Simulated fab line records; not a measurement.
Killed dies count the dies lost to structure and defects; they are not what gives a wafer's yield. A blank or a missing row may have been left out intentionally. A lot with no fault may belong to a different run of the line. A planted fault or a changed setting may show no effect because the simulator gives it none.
Split-lot trial :: flow n5Finfet :: 39 wafers read across 7 lots, on a route 1938 steps long

ON THE SPLIT
At N5_BEOL_M8_ETCH_66 (etches SOC in N2/H2, target depth 80 nm, overetch 16 nm, time 120 s), the setting targetDepthA was moved away from the recipe's 800 angstrom on 12 of the 39 wafers read, by -38.6% to +58.4%. The other wafers ran this setting at the recipe's value.

Reading taken at the split's own step.

THE READING
SiARC_of_BEOL_M8_COAT_64.thkNm (the simulator's own value, which no gauge read), in nm, at N5_BEOL_M8_ETCH_66 (etches SOC in N2/H2, target depth 80 nm, overetch 16 nm, time 120 s). The file gives no usual value for it. Across the 27 wafers here that went through the recipe, the average is 6.4 nm and the standard deviation 0.2 nm.

wafer: L075.1
tool, chamber at the split: rieDiel-06, 1
targetDepthA as run, angstrom: 800
against the recipe: recipe
SiARC_of_BEOL_M8_COAT_64.thkNm, nm: 6.2
against lot-mates on the recipe: -

wafer: L075.5
tool, chamber at the split: rieDiel-06, 1
targetDepthA as run, angstrom: 800
against the recipe: recipe
SiARC_of_BEOL_M8_COAT_64.thkNm, nm: 6.2
against lot-mates on the recipe: -

wafer: L075.2
tool, chamber at the split: rieDiel-06, 2,3,2
targetDepthA as run, angstrom: 800
against the recipe: recipe
SiARC_of_BEOL_M8_COAT_64.thkNm, nm: 6.6
against lot-mates on the recipe: -

wafer: L075.4
tool, chamber at the split: rieDiel-06, 2,3,2
targetDepthA as run, angstrom: 800
against the recipe: recipe
SiARC_of_BEOL_M8_COAT_64.thkNm, nm: 6.6
against lot-mates on the recipe: -

wafer: L075.6
tool, chamber at the split: rieDiel-06, 2,3,2
targetDepthA as run, angstrom: 800
against the recipe: recipe
SiARC_of_BEOL_M8_COAT_64.thkNm, nm: 6.6
against lot-mates on the recipe: -

wafer: L075.3
tool, chamber at the split: rieDiel-06, 0
targetDepthA as run, angstrom: 800
against the recipe: recipe
SiARC_of_BEOL_M8_COAT_64.thkNm, nm: 6.4
against lot-mates on the recipe: -

wafer: L077.1
tool, chamber at the split: rieDiel-04, 0,2
targetDepthA as run, angstrom: 490.9
against the recipe: -38.6%
SiARC_of_BEOL_M8_COAT_64.thkNm, nm: 8.2
against lot-mates on the recipe: +1.9

wafer: L077.2
tool, chamber at the split: rieDiel-04, 0,2
targetDepthA as run, angstrom: 490.9
against the recipe: -38.6%
SiARC_of_BEOL_M8_COAT_64.thkNm, nm: 8.2
against lot-mates on the recipe: +1.9

wafer: L077.3
tool, chamber at the split: rieDiel-04, 3,1
targetDepthA as run, angstrom: 800
against the recipe: recipe
SiARC_of_BEOL_M8_COAT_64.thkNm, nm: 6.2
against lot-mates on the recipe: -

wafer: L077.5
tool, chamber at the split: rieDiel-04, 3,1
targetDepthA as run, angstrom: 800
against the recipe: recipe
SiARC_of_BEOL_M8_COAT_64.thkNm, nm: 6.2
against lot-mates on the recipe: -

wafer: L077.4
tool, chamber at the split: rieDiel-04, 1
targetDepthA as run, angstrom: 490.9
against the recipe: -38.6%
SiARC_of_BEOL_M8_COAT_64.thkNm, nm: 8
against lot-mates on the recipe: +1.7

wafer: L077.6
tool, chamber at the split: rieDiel-04, 0
targetDepthA as run, angstrom: 800
against the recipe: recipe
SiARC_of_BEOL_M8_COAT_64.thkNm, nm: 6.6
against lot-mates on the recipe: -

wafer: L081.1
tool, chamber at the split: rieDiel-06, 1,0
targetDepthA as run, angstrom: 800
against the recipe: recipe
SiARC_of_BEOL_M8_COAT_64.thkNm, nm: 6.4
against lot-mates on the recipe: -

wafer: L081.3
tool, chamber at the split: rieDiel-06, 1,0
targetDepthA as run, angstrom: 800
against the recipe: recipe
SiARC_of_BEOL_M8_COAT_64.thkNm, nm: 6.4
against lot-mates on the recipe: -

wafer: L081.2
tool, chamber at the split: rieDiel-06, 3
targetDepthA as run, angstrom: 800
against the recipe: recipe
SiARC_of_BEOL_M8_COAT_64.thkNm, nm: 6.6
against lot-mates on the recipe: -

wafer: L081.4
tool, chamber at the split: rieDiel-06, 0
targetDepthA as run, angstrom: 1267
against the recipe: +58.4%
SiARC_of_BEOL_M8_COAT_64.thkNm, nm: 3.8
against lot-mates on the recipe: -2.7

wafer: L081.5
tool, chamber at the split: rieDiel-06, 3
targetDepthA as run, angstrom: 1267
against the recipe: +58.4%
SiARC_of_BEOL_M8_COAT_64.thkNm, nm: 4
against lot-mates on the recipe: -2.5

wafer: L081.6
tool, chamber at the split: rieDiel-06, 1
targetDepthA as run, angstrom: 1267
against the recipe: +58.4%
SiARC_of_BEOL_M8_COAT_64.thkNm, nm: 3.6
against lot-mates on the recipe: -2.9

wafer: L082.1
tool, chamber at the split: rieDiel-04, 0
targetDepthA as run, angstrom: 800
against the recipe: recipe
SiARC_of_BEOL_M8_COAT_64.thkNm, nm: 6.6
against lot-mates on the recipe: -

wafer: L082.3
tool, chamber at the split: rieDiel-04, 3
targetDepthA as run, angstrom: 800
against the recipe: recipe
SiARC_of_BEOL_M8_COAT_64.thkNm, nm: 6.4
against lot-mates on the recipe: -

wafer: L082.5
tool, chamber at the split: rieDiel-04, 3
targetDepthA as run, angstrom: 800
against the recipe: recipe
SiARC_of_BEOL_M8_COAT_64.thkNm, nm: 6.4
against lot-mates on the recipe: -

wafer: L091.1
tool, chamber at the split: rieDiel-04, 2,1,2
targetDepthA as run, angstrom: 800
against the recipe: recipe
SiARC_of_BEOL_M8_COAT_64.thkNm, nm: 6.2
against lot-mates on the recipe: -

wafer: L091.4
tool, chamber at the split: rieDiel-04, 2,1,2
targetDepthA as run, angstrom: 800
against the recipe: recipe
SiARC_of_BEOL_M8_COAT_64.thkNm, nm: 6.2
against lot-mates on the recipe: -

wafer: L091.5
tool, chamber at the split: rieDiel-04, 2,1,2
targetDepthA as run, angstrom: 800
against the recipe: recipe
SiARC_of_BEOL_M8_COAT_64.thkNm, nm: 6.2
against lot-mates on the recipe: -

wafer: L091.2
tool, chamber at the split: rieDiel-04, 3
targetDepthA as run, angstrom: 558.6
against the recipe: -30.2%
SiARC_of_BEOL_M8_COAT_64.thkNm, nm: 7.8
against lot-mates on the recipe: +1.6

wafer: L091.3
tool, chamber at the split: rieDiel-04, 0
targetDepthA as run, angstrom: 558.6
against the recipe: -30.2%
SiARC_of_BEOL_M8_COAT_64.thkNm, nm: 8
against lot-mates on the recipe: +1.8

wafer: L091.6
tool, chamber at the split: rieDiel-04, 1
targetDepthA as run, angstrom: 558.6
against the recipe: -30.2%
SiARC_of_BEOL_M8_COAT_64.thkNm, nm: 7.6
against lot-mates on the recipe: +1.4

wafer: L095.1
tool, chamber at the split: rieDiel-06, 3
targetDepthA as run, angstrom: 495.9
against the recipe: -38.0%
SiARC_of_BEOL_M8_COAT_64.thkNm, nm: 8.4
against lot-mates on the recipe: +1.9

wafer: L095.5
tool, chamber at the split: rieDiel-06, 3
targetDepthA as run, angstrom: 495.9
against the recipe: -38.0%
SiARC_of_BEOL_M8_COAT_64.thkNm, nm: 8.4
against lot-mates on the recipe: +1.9

wafer: L095.2
tool, chamber at the split: rieDiel-06, 0,1
targetDepthA as run, angstrom: 800
against the recipe: recipe
SiARC_of_BEOL_M8_COAT_64.thkNm, nm: 6.4
against lot-mates on the recipe: -

wafer: L095.4
tool, chamber at the split: rieDiel-06, 0,1
targetDepthA as run, angstrom: 800
against the recipe: recipe
SiARC_of_BEOL_M8_COAT_64.thkNm, nm: 6.4
against lot-mates on the recipe: -

wafer: L095.3
tool, chamber at the split: rieDiel-06, 2
targetDepthA as run, angstrom: 800
against the recipe: recipe
SiARC_of_BEOL_M8_COAT_64.thkNm, nm: 6.6
against lot-mates on the recipe: -

wafer: L095.6
tool, chamber at the split: rieDiel-06, 2
targetDepthA as run, angstrom: 495.9
against the recipe: -38.0%
SiARC_of_BEOL_M8_COAT_64.thkNm, nm: 8.2
against lot-mates on the recipe: +1.7

wafer: L094.1
tool, chamber at the split: rieDiel-03, 2,3,2
targetDepthA as run, angstrom: 800
against the recipe: recipe
SiARC_of_BEOL_M8_COAT_64.thkNm, nm: 6.2
against lot-mates on the recipe: -

wafer: L094.4
tool, chamber at the split: rieDiel-03, 2,3,2
targetDepthA as run, angstrom: 800
against the recipe: recipe
SiARC_of_BEOL_M8_COAT_64.thkNm, nm: 6.2
against lot-mates on the recipe: -

wafer: L094.5
tool, chamber at the split: rieDiel-03, 2,3,2
targetDepthA as run, angstrom: 800
against the recipe: recipe
SiARC_of_BEOL_M8_COAT_64.thkNm, nm: 6.2
against lot-mates on the recipe: -

wafer: L094.2
tool, chamber at the split: rieDiel-03, 1
targetDepthA as run, angstrom: 800
against the recipe: recipe
SiARC_of_BEOL_M8_COAT_64.thkNm, nm: 6.8
against lot-mates on the recipe: -

wafer: L094.6
tool, chamber at the split: rieDiel-03, 1
targetDepthA as run, angstrom: 800
against the recipe: recipe
SiARC_of_BEOL_M8_COAT_64.thkNm, nm: 6.8
against lot-mates on the recipe: -

wafer: L094.3
tool, chamber at the split: rieDiel-03, 0
targetDepthA as run, angstrom: 800
against the recipe: recipe
SiARC_of_BEOL_M8_COAT_64.thkNm, nm: 6.6
against lot-mates on the recipe: -
Where a row lists several chambers, the file gives one row for several wafers and doesn't say which wafer went through which chamber.

FIT RESULTS
A straight line over all 39 wafers: SiARC_of_BEOL_M8_COAT_64.thkNm changes by -0.0459 nm for each +1% of targetDepthA; r = -0.99; the points scatter about the line by 0.19 nm.
The same after taking each lot's own level away (the mean of its wafers on the recipe; 39 wafers): -0.0473 nm for each +1%; r = -0.99; scatter 0.18 nm.
According to that fit, moving targetDepthA by its largest amount changes the reading by 2.8 nm.
Across the lots, their own levels run from 6.20 to 6.47 nm, a range of 1.4 times the standard deviation given above.
So the lot-to-lot level changes the slope little: the two slopes agree.
Check: -2.76 nm against its lot-mates is what the line predicts for one of the wafers moved furthest among these (+58.4%) when that wafer is left out of the fit. It came out at -2.67 nm against them.

THESE WAFERS: OTHER SPLITS
Other splits were also applied to these wafers ahead of the reading. Each is held against what the fit with the lots' levels taken away leaves over:
other split on the same wafers: N5_GATE_CUT_HM_DEP_46 timeS
wafers away from the commonest value: 9
r with SiARC_of_BEOL_M8_COAT_64.thkNm (lot level and that fit taken away): +0.02

other split on the same wafers: N5_MOL_CONTACT_COAG_ALD_133 aldCycles
wafers away from the commonest value: 12
r with SiARC_of_BEOL_M8_COAT_64.thkNm (lot level and that fit taken away): +0.06

other split on the same wafers: N5_BEOL_M0_CUTY_DESCUM_61 timeS
wafers away from the commonest value: 12
r with SiARC_of_BEOL_M8_COAT_64.thkNm (lot level and that fit taken away): +0.13

THE FILE'S OWN FIT
SiARC_of_BEOL_M8_COAT_64.thkNm changes by -0.0475 nm for each +1% of targetDepthA, r = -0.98.
